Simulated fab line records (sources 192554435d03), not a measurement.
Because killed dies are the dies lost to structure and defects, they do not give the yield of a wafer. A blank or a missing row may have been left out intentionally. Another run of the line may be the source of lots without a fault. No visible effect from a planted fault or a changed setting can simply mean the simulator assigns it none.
Split-lot trial :: flow n5_finfet :: 39 wafers read from 7 lots, route of 1938 steps

ON THE SPLIT
At N5_MIM_TOP_LITHO_DEVELOP_07 (develop time 60 s), the setting develop_time_s was moved away from the recipe's 60 s on 12 of the 39 wafers read, by -44.1% to +59.7%. The other wafers ran this setting at the recipe's value.

FROM THE SPLIT ON TO THE READING: in between, the file shows 1 step
- N5_MIM_TOP_LITHO_HARDBAKE_09: time 120 s

THE READING
Shown in nm: cd_nm at N5_MIM_TOP_LITHO_CD_MEAS_08, with target cd 2000 nm. Fault-free wafers of this fab line usually give 2001.4 nm, standard deviation 1.8 nm.

wafer: L074.1
tool, chamber at the split: litho_track-02, 0
develop_time_s as run, s: 60
against the recipe: recipe
cd_nm, nm: 2001.9
against lot-mates on the recipe: -

wafer: L074.2
tool, chamber at the split: litho_track-02, 0
develop_time_s as run, s: 60
against the recipe: recipe
cd_nm, nm: 2002.8
against lot-mates on the recipe: -

wafer: L074.3
tool, chamber at the split: litho_track-02, 0
develop_time_s as run, s: 60
against the recipe: recipe
cd_nm, nm: 2004.7
against lot-mates on the recipe: -

wafer: L074.4
tool, chamber at the split: litho_track-02, 0
develop_time_s as run, s: 60
against the recipe: recipe
cd_nm, nm: 2001.5
against lot-mates on the recipe: -

wafer: L074.5
tool, chamber at the split: litho_track-02, 0
develop_time_s as run, s: 60
against the recipe: recipe
cd_nm, nm: 2001.8
against lot-mates on the recipe: -

wafer: L074.6
tool, chamber at the split: litho_track-02, 0
develop_time_s as run, s: 60
against the recipe: recipe
cd_nm, nm: 2002.5
against lot-mates on the recipe: -

wafer: L082.1
tool, chamber at the split: litho_track-05, 0
develop_time_s as run, s: 33.51
against the recipe: -44.1%
cd_nm, nm: 2013.7
against lot-mates on the recipe: +12.1

wafer: L082.2
tool, chamber at the split: litho_track-05, 0
develop_time_s as run, s: 60
against the recipe: recipe
cd_nm, nm: 2000.5
against lot-mates on the recipe: -

wafer: L082.3
tool, chamber at the split: litho_track-05, 0
develop_time_s as run, s: 60
against the recipe: recipe
cd_nm, nm: 2001.3
against lot-mates on the recipe: -

wafer: L082.4
tool, chamber at the split: litho_track-05, 0
develop_time_s as run, s: 33.51
against the recipe: -44.1%
cd_nm, nm: 2012.7
against lot-mates on the recipe: +11.1

wafer: L082.5
tool, chamber at the split: litho_track-05, 0
develop_time_s as run, s: 60
against the recipe: recipe
cd_nm, nm: 2003.1
against lot-mates on the recipe: -

wafer: L082.6
tool, chamber at the split: litho_track-05, 0
develop_time_s as run, s: 33.51
against the recipe: -44.1%
cd_nm, nm: 2013.6
against lot-mates on the recipe: +12.0

wafer: L086.1
tool, chamber at the split: litho_track-05, 0
develop_time_s as run, s: 60
against the recipe: recipe
cd_nm, nm: 1998.0
against lot-mates on the recipe: -

wafer: L086.2
tool, chamber at the split: litho_track-05, 0
develop_time_s as run, s: 60
against the recipe: recipe
cd_nm, nm: 1998.7
against lot-mates on the recipe: -

wafer: L086.3
tool, chamber at the split: litho_track-05, 0
develop_time_s as run, s: 41.27
against the recipe: -31.2%
cd_nm, nm: 2005.2
against lot-mates on the recipe: +7.4

wafer: L086.4
tool, chamber at the split: litho_track-05, 0
develop_time_s as run, s: 41.27
against the recipe: -31.2%
cd_nm, nm: 2003.6
against lot-mates on the recipe: +5.8

wafer: L086.5
tool, chamber at the split: litho_track-05, 0
develop_time_s as run, s: 60
against the recipe: recipe
cd_nm, nm: 1996.8
against lot-mates on the recipe: -

wafer: L086.6
tool, chamber at the split: litho_track-05, 0
develop_time_s as run, s: 41.27
against the recipe: -31.2%
cd_nm, nm: 2003.5
against lot-mates on the recipe: +5.7

wafer: L091.3
tool, chamber at the split: litho_track-03, 0
develop_time_s as run, s: 60
against the recipe: recipe
cd_nm, nm: 2000.0
against lot-mates on the recipe: -

wafer: L091.5
tool, chamber at the split: litho_track-03, 0
develop_time_s as run, s: 60
against the recipe: recipe
cd_nm, nm: 1998.3
against lot-mates on the recipe: -

wafer: L091.6
tool, chamber at the split: litho_track-03, 0
develop_time_s as run, s: 60
against the recipe: recipe
cd_nm, nm: 2002.2
against lot-mates on the recipe: -

wafer: L092.1
tool, chamber at the split: litho_track-02, 0
develop_time_s as run, s: 43.44
against the recipe: -27.6%
cd_nm, nm: 2009.0
against lot-mates on the recipe: +5.7

wafer: L092.2
tool, chamber at the split: litho_track-02, 0
develop_time_s as run, s: 60
against the recipe: recipe
cd_nm, nm: 2003.6
against lot-mates on the recipe: -

wafer: L092.3
tool, chamber at the split: litho_track-02, 0
develop_time_s as run, s: 60
against the recipe: recipe
cd_nm, nm: 2002.7
against lot-mates on the recipe: -

wafer: L092.4
tool, chamber at the split: litho_track-02, 0
develop_time_s as run, s: 43.44
against the recipe: -27.6%
cd_nm, nm: 2009.7
against lot-mates on the recipe: +6.4

wafer: L092.5
tool, chamber at the split: litho_track-02, 0
develop_time_s as run, s: 60
against the recipe: recipe
cd_nm, nm: 2003.6
against lot-mates on the recipe: -

wafer: L092.6
tool, chamber at the split: litho_track-02, 0
develop_time_s as run, s: 43.44
against the recipe: -27.6%
cd_nm, nm: 2009.0
against lot-mates on the recipe: +5.7

wafer: L094.1
tool, chamber at the split: litho_track-02, 0
develop_time_s as run, s: 95.85
against the recipe: +59.7%
cd_nm, nm: 1991.6
against lot-mates on the recipe: -11.0

wafer: L094.2
tool, chamber at the split: litho_track-02, 0
develop_time_s as run, s: 60
against the recipe: recipe
cd_nm, nm: 2002.7
against lot-mates on the recipe: -

wafer: L094.3
tool, chamber at the split: litho_track-02, 0
develop_time_s as run, s: 95.85
against the recipe: +59.7%
cd_nm, nm: 1992.0
against lot-mates on the recipe: -10.6

wafer: L094.4
tool, chamber at the split: litho_track-02, 0
develop_time_s as run, s: 60
against the recipe: recipe
cd_nm, nm: 2002.8
against lot-mates on the recipe: -

wafer: L094.5
tool, chamber at the split: litho_track-02, 0
develop_time_s as run, s: 60
against the recipe: recipe
cd_nm, nm: 2002.4
against lot-mates on the recipe: -

wafer: L094.6
tool, chamber at the split: litho_track-02, 0
develop_time_s as run, s: 95.85
against the recipe: +59.7%
cd_nm, nm: 1992.2
against lot-mates on the recipe: -10.4

wafer: L096.1
tool, chamber at the split: litho_track-02, 0
develop_time_s as run, s: 60
against the recipe: recipe
cd_nm, nm: 2001.5
against lot-mates on the recipe: -

wafer: L096.2
tool, chamber at the split: litho_track-02, 0
develop_time_s as run, s: 60
against the recipe: recipe
cd_nm, nm: 2002.8
against lot-mates on the recipe: -

wafer: L096.3
tool, chamber at the split: litho_track-02, 0
develop_time_s as run, s: 60
against the recipe: recipe
cd_nm, nm: 2001.1
against lot-mates on the recipe: -

wafer: L096.4
tool, chamber at the split: litho_track-02, 0
develop_time_s as run, s: 60
against the recipe: recipe
cd_nm, nm: 2002.5
against lot-mates on the recipe: -

wafer: L096.5
tool, chamber at the split: litho_track-02, 0
develop_time_s as run, s: 60
against the recipe: recipe
cd_nm, nm: 2002.3
against lot-mates on the recipe: -

wafer: L096.6
tool, chamber at the split: litho_track-02, 0
develop_time_s as run, s: 60
against the recipe: recipe
cd_nm, nm: 2000.3
against lot-mates on the recipe: -

FIT RESULTS
A straight line over all 39 wafers: cd_nm changes by -0.189 nm for each +1% of develop_time_s; r = -0.90; the points scatter about the line by 2.2 nm.
The same after taking each lot's own level away (the mean of its wafers on the recipe; 39 wafers): -0.207 nm for each +1%; r = -0.97; scatter 1.2 nm.
Per that fit: largest develop_time_s move, reading shift of 12 nm.
Measured against the standard deviation above, the lots' own levels, which go from 1997.83 to 2003.30 nm, span 3.0 times it.
The two slopes are in agreement: the lot-to-lot level therefore moves the slope only a little.
Check: for one of the wafers moved furthest among these (+59.7%), held out of the fit, the line's prediction against its lot-mates is -12.3 nm. Against them it came out at -11 nm.

OTHER SPLITS ON THESE WAFERS
These wafers also went through other splits before the reading. Each is held against what the fit with the lots' levels taken away leaves over:
other split on the same wafers: N5_BEOL_M12_TRENCH_ETCH_34 time_s
wafers away from the commonest value: 15
r with cd_nm (lot level and that fit taken away): +0.20

other split on the same wafers: N5_BEOL_M14_ETCH_68 target_depth_a
wafers away from the commonest value: 15
r with cd_nm (lot level and that fit taken away): +0.23

THE WHOLE CHAIN: every reading that the file lists as answering this split, in the file's order
step: N5_MIM_TOP_LITHO_CD_MEAS_08
what it does: target cd 2000 nm
reading: cd_nm
change (the file's fit): -0.209 nm for each +1% of the setting
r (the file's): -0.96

step: N5_MIM_TOP_LITHO_DESCUM_10
what it does: chemistry O2, time 7.9 s
reading: MIM_TOP_LITHO.cd_nm (the simulator's own value, which no gauge read)
change (the file's fit): -0.207 nm for each +1% of the setting
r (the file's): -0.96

THE FILE'S OWN FIT
cd_nm changes by -0.209 nm for each +1% of develop_time_s, r = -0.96.
